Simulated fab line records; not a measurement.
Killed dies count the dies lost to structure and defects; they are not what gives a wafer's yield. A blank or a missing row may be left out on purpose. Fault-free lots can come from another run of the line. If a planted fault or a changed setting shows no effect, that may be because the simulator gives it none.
Struck lot and sound lot, side by side -- flow nand harc -- 18 out of 1159 route steps
Sound: wafers L871.1, L871.2, L871.6. Struck: wafers L872.3, L872.4, L872.5. The cause is named last.
Each step with rows lists, per side, the tool, then ch with its chambers, then its first start. Under that, the readings that differ: sound wafers -- struck wafers -- difference of the means -- sigmas: that difference in standard deviations of wafers without a fault.
alike: readings whose means differ by less than 2 such deviations, and words and numbers that are the same on both sides. not compared: withheld readings, readings that some wafer has no value for, bounds like >300 that may hide the same value, and numbers for which the record gives no deviation and whose values overlap.
A row with sigmas, a row that says differs or no value, or rows on one side alone: a step with any of these is where the two part. Numbers that don't overlap but have no deviation are shown without sigmas and don't part them. A reading missing from all wafers of one side parts the sides only when that side holds two or more wafers.

first, 2 steps without rows for these wafers: NHARC_P_STI_SRD_39; NHARC_P_STI_OXIDE_40 (material SiO2, target thk 10 nm, ox time 1362 s).
NHARC_P_STI_INSPECT_25:
  struck on defect inspect-01, day 3 23:09; sound on defect inspect-02, day 3 23:09
  alike: raw defect count
then, 9 steps without rows for these wafers: NHARC_P_GATE_ETCH_69 (etches SiO2 in dHF, target depth 14 nm); NHARC_P_GATE_PRECLEAN_70 (cleans in SC1); NHARC_P_GATE_SRD_01; NHARC_P_GATE_OXIDE_02 (material SiO2, target thk 37.5 nm, ox time 365 s); NHARC_P_GATE_DEHYDRATE_03 (time 120 s); NHARC_P_GATE_HMDS_04 (time 30 s); NHARC_P_GATE_COAT_05; NHARC_P_GATE_SOFTBAKE_06 (time 95 s); NHARC_P_GATE_EBR_07.
NHARC_P_GATE_EXPOSE_08: exposes mask P HV.
  sound on krf scanner-04 ch 0, day 4 07:18; struck on krf scanner-03 ch 0, day 4 07:28
reading,sound,struck,difference,sigmas
mask,P_HV#0 P_HV#0 P_HV#0,P_HVPW#0 P_HVPW#0 P_HVPW#0,differs,
  alike: reticle temp C
then, 2 steps without rows for these wafers: NHARC_P_GATE_PEB_09 (peb time 85 s); NHARC_P_GATE_DEVELOP_10 (time 70 s).
NHARC_P_GATE_CD_MEAS_11: the cd target is 1640 nm.
  sound on cd sem-01 ch 0, day 4 07:27; struck on cd sem-01 ch 0, day 4 07:37
reading,sound,struck,difference,sigmas
cd nm (nm),1643.1 1639.5 1642.6,- - -,no value on the struck wafers,
then, 1 step without rows for these wafers: NHARC_P_GATE_HARDBAKE_12 (time 80 s).
-- break in the record here, with 15 days between the starts of the struck wafers on either side (left off in module P_GATE, picked up again in module END, where the first step shown is number 1159 on the route) --
NHARC_END_SORT_01:
  the record has rows for the struck wafers here (prober-01 ch 0, day 19 18:37) and none for the sound ones

== WHERE THEY PART ==
At NHARC_P_GATE_EXPOSE_08 first; at NHARC_END_SORT_01 last (within this record only).

WHY: the cause the simulator had injected
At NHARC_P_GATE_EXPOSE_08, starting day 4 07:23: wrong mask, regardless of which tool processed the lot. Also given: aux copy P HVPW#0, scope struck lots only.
